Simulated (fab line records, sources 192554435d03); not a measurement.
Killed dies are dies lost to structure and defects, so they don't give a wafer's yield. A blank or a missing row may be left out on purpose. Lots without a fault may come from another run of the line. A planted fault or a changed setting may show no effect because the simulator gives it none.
A struck lot beside a sound one | flow n5_finfet | 38 steps out of a route of 1938
Sound: wafers L195.1, L195.2, L195.6. Struck: wafer L204.1. (L204.2, L204.3 of the same lot were not struck and are left out.) The cause comes at the end.
At each step with rows: each side's tool, then ch and its chambers, then its first start. Under that, the readings that differ: sound wafers | struck wafers | difference of the means | sigmas: that difference in standard deviations of wafers without a fault.
alike: readings whose means differ by less than 2 such deviations, and words and numbers that are the same on both sides. not compared: withheld readings, readings that some wafer has no value for, bounds like >300 that may hide the same value, and numbers for which the record gives no deviation and whose values overlap.
The two part at a step that has a row with sigmas, a row that says differs or no value, or rows on one side only. Numbers that don't overlap but have no deviation are shown without sigmas and don't part them. A reading that every wafer of one side lacks parts them only if that side has two wafers or more.

first, 9 steps without rows for these wafers: N5_SDB_PRECLEAN_38 (cleans in dHF, time 10 s); N5_SDB_PRECLEAN_39 (cleans in O3/DIW, time 45 s); N5_SDB_SRD_28 (time 30 s); N5_SDB_ALD_29 (deposits SiNx, target thk 30 nm, pulse time 1 s, ald cycles 600); N5_SDB_CMP_30 (polishes, stops on poly-Si, t overpolish 1.54 s, target thk 30 nm); N5_DUMMY_REMOVAL_HM_STRIP_01 (strips SiNx in CH3F/O2, stops on poly-Si, target depth 4 nm, time 6.8 s); N5_DUMMY_REMOVAL_STRIP_10 (strips in N2/H2, time 40 s); N5_DUMMY_REMOVAL_PRECLEAN_07 (cleans in dHF, time 30 s); N5_DUMMY_REMOVAL_DUMMY_REMOVE_02 (chemistry TMAH, target poly-Si, stops on SiO2, target depth 142 nm, time 57 s, rinse time 30 s).
N5_DUMMY_REMOVAL_PRECLEAN_08: cleans in NF3:NH3, afs cycles 2, time 20 s, sublimation time 60 s.
  sound on remote_plasma-01 ch 1, day 4 16:56; struck on remote_plasma-02 ch 0, day 7 00:17
  alike: temp_c
then, 26 steps without rows for these wafers: N5_DUMMY_REMOVAL_PRECLEAN_04 (cleans in DHF, time 37 s); N5_DUMMY_REMOVAL_SRD_05 (time 30 s); N5_HKMG_FIN_IL_REGROW_00 (material SiO2, chemistry O3, target thk 0.75 nm, time 30 s); N5_HKMG_FIN_HK_ALD_01 (deposits HfO2, target thk 1.6 nm, pulse time 3 s, purge time 3 s); N5_HKMG_FIN_HK_ANNEAL_02 (time 30 s); N5_HKMG_FIN_ALD_74 (deposits La2O3, target thk 0.5 nm, pulse time 6 s, co reactant pulse time 1 s); N5_HKMG_FIN_ALD_75 (deposits Al2O3, target thk 1 nm, co reactant pulse time 1 s); N5_HKMG_FIN_COAT_41 (time 60 s, resist thk 300 nm); N5_HKMG_FIN_COAT_42 (time 60 s, resist thk 35 nm); N5_HKMG_FIN_COAT_43 (resist thk 90 nm); N5_HKMG_FIN_EBR_45; N5_HKMG_FIN_SOFTBAKE_44 (time 60 s); N5_HKMG_FIN_EXPOSE_46 (exposes mask NDIPOLE); N5_HKMG_FIN_PEB_47 (peb time 60 s); N5_HKMG_FIN_DEVELOP_48 (develop time 30 s); N5_HKMG_FIN_DESCUM_53 (chemistry O2, time 7.9 s); N5_HKMG_FIN_ETCH_54 (etches SiARC in CF4, target depth 45.5 nm, time 75.8 s); N5_HKMG_FIN_ETCH_55 (etches SOC in N2/H2, target depth 240 nm, time 300 s); N5_HKMG_FIN_STRIP_56 (strips in N2/H2); N5_HKMG_FIN_STRIP_57 (strips in CF4); N5_HKMG_FIN_ETCH_58 (etches SOC in N2/H2, target depth 215.8 nm, time 741 s); N5_HKMG_FIN_STRIP_93 (strips SOC in N2/H2, time 20 s); N5_HKMG_FIN_WET_ETCH_76 (etches Al2O3 in dNH4OH, stops on La2O3, target depth 2.25 nm, rinse time 30 s); N5_HKMG_FIN_STRIP_60 (strips in N2/H2, time 360 s); N5_HKMG_FIN_WET_ETCH_77 (etches La2O3 in dHCl, stops on HfO2, target depth 2 nm); N5_HKMG_FIN_WET_ETCH_78 (etches Al2O3 in dNH4OH, stops on La2O3, target depth 4.5 nm, rinse time 30 s).
-- the record jumps here: 5 days lie between the struck wafers' starts before and after (it left off in module HKMG_FIN and takes up again in module BEOL_M4, whose first step shown is number 1111 of the route) --
N5_BEOL_M4_RC_MEAS_101:
  sound on prober-02 ch 0, day 9 08:28; struck on prober-02 ch 0, day 11 18:22
  reading            | sound                | struck | difference | sigmas
  DIBL_N (mV/V)      | 34.5 37.0 36.5       | 47.8   | +11.8      | +7
  DIBL_P (mV/V)      | 35.0 38.2 37.5       | 50.0   | +13.1      | +7
  EOT_N              | 10.47 10.51 10.51    | 14.96  | +4.46      | +55
  EOT_P              | 10.39 10.56 10.54    | 14.85  | +4.35      | +49
  IGATE_N (nA/um)    | 0.0148 0.0124 0.0117 | 0.0001 | -0.0129    | -8
  IGATE_P (nA/um)    | 0.0044 0.0037 0.0035 | 0.0000 | -0.0039    | -8
  IOFF_N (nA/um)     | 0.163 0.209 0.191    | 0.450  | +0.262     | +10
  IOFF_N_85C (nA/um) | 3.1 3.8 3.6          | 7.4    | +3.9       | +9
  IOFF_N_LIN (nA/um) | 0.079 0.096 0.088    | 0.209  | +0.121     | +13
  IOFF_P (nA/um)     | 0.213 0.258 0.249    | 0.511  | +0.271     | +10
  IOFF_P_85C (nA/um) | 3.7 4.3 4.2          | 7.8    | +3.7       | +9
  IOFF_P_LIN (nA/um) | 0.105 0.119 0.115    | 0.229  | +0.116     | +11
  ION_N (uA/um)      | 683 683 678          | 629    | -52        | -5
  ION_P (uA/um)      | 477 471 474          | 426    | -48        | -7
  SS_P (mV/dec)      | 72.9 73.3 72.5       | 76.7   | +3.8       | +6
  VT_N (mV)          | 247.9 245.0 245.4    | 237.2  | -8.9       | -3
  VT_N_LVT (mV)      | 93.7 91.2 94.0       | 82.2   | -10.8      | -4
  VT_P_LVT (mV)      | -96.8 -94.9 -95.3    | -86.3  | +9.4       | +4
  alike: SS_N, VT_P
-- the record jumps here: 4 days lie between the struck wafers' starts before and after (it left off in module BEOL_M4 and takes up again in module PASSIVATION, whose first step shown is number 1936 of the route) --
N5_PASSIVATION_PROBE_49:
  sound on prober-01, day 13 10:03; struck on prober-01, day 16 00:35
  reading                | sound          | struck | difference | sigmas
  sort_bin_4_leakage (%) | 0 0 0          | 42.29  | +42.29     |
  sort_bin_8_speed (%)   | 0 0 0          | 16.36  | +16.36     |
  sort_n_pass            | 1072 1094 1094 | 389    | -698       | -39
  sort_yield_pct (%)     | 90.8 92.7 92.7 | 33.0   | -59.1      | -39
  alike: defect_limited_yield, killed_at_M0_to_M3, killed_at_M4_up, killed_at_contacts, killed_at_front_end, killed_at_other, killed_dies, killed_open, killed_short, sort_bin_5_function, sort_bin_6_memory

WHERE THEY PART
First at N5_BEOL_M4_RC_MEAS_101; last, within this record, at N5_PASSIVATION_PROBE_49.

WHY: what the simulator had put in
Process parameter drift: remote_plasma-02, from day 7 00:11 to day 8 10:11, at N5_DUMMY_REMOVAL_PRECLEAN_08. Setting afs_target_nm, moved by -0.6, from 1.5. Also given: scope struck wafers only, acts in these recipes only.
